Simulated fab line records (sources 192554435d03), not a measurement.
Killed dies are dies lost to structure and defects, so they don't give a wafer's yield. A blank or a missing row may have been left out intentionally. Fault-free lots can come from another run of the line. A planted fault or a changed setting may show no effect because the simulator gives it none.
Matching of chambers -- flow n5 finfet -- 4 sister chambers for N5_BEOL_M4_ALD_98 on ald sin-02
The step deposits SiO2, target thk 2.5 nm, pulse time 1 s, co reactant pulse time 1 s. 14 wafers are shown with their chamber, then 7 later ones without.

== WAFERS PAIRED WITH THEIR CHAMBERS ==
wafer,chamber,heater power w (W),precursor pulse height rel
L074.1,0,87,0.983
L074.2,2,69,1.050
L074.3,3,69,0.991
L078.2,1,66,1.001
L078.4,0,90,0.991
L078.6,1,65,0.991
L079.1,0,90,0.973
L079.2,3,69,0.995
L079.4,2,68,1.016
L088.1,1,66,1.025
L088.2,3,69,1.010
L088.3,2,68,0.999
L088.4,0,90,0.998
L088.5,3,68,0.961

SIGNATURES (means of the wafers above)
reading,chamber 0,chamber 1,chamber 2,chamber 3,scatter within a chamber
heater power w,89.25,65.67,68.33,68.75,0.94
precursor pulse height rel,0.98625,1.00567,1.02167,0.98925,0.0189
Rule: for each reading, subtract the chamber's mean from the wafer's reading, divide by that reading's scatter and square the result; add these up over the readings and take the root, which gives the wafer's distance from the chamber. The wafer belongs to the nearest chamber; if the next one is less than 2 further off, it can't be placed. How the scatter is found: for the shown wafers, subtract from each reading the mean of its chamber, square and add these, divide the total by (wafers less chambers), then take the root.

== WAFERS MISSING THEIR CHAMBER ==
wafer,heater power w (W),precursor pulse height rel
L088.6,90,0.986
L094.1,69,0.973
L094.2,65,1.008
L094.3,88,0.981
L094.4,70,1.018
L094.5,88,0.970
L094.6,70,1.006

== EACH ONE'S CHAMBER ==
wafer,from the rows above,in truth
L088.6,0,0
L094.1,can't be placed: 3 or 2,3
L094.2,1,1
L094.3,0,0
L094.4,can't be placed: 2 or 3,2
L094.5,0,0
L094.6,can't be placed: 3 or 2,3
Correctly placed: 4 of 7. Unplaceable from these rows: 3, with the true chamber sitting among the candidates in 3. Number placed wrongly: 0.
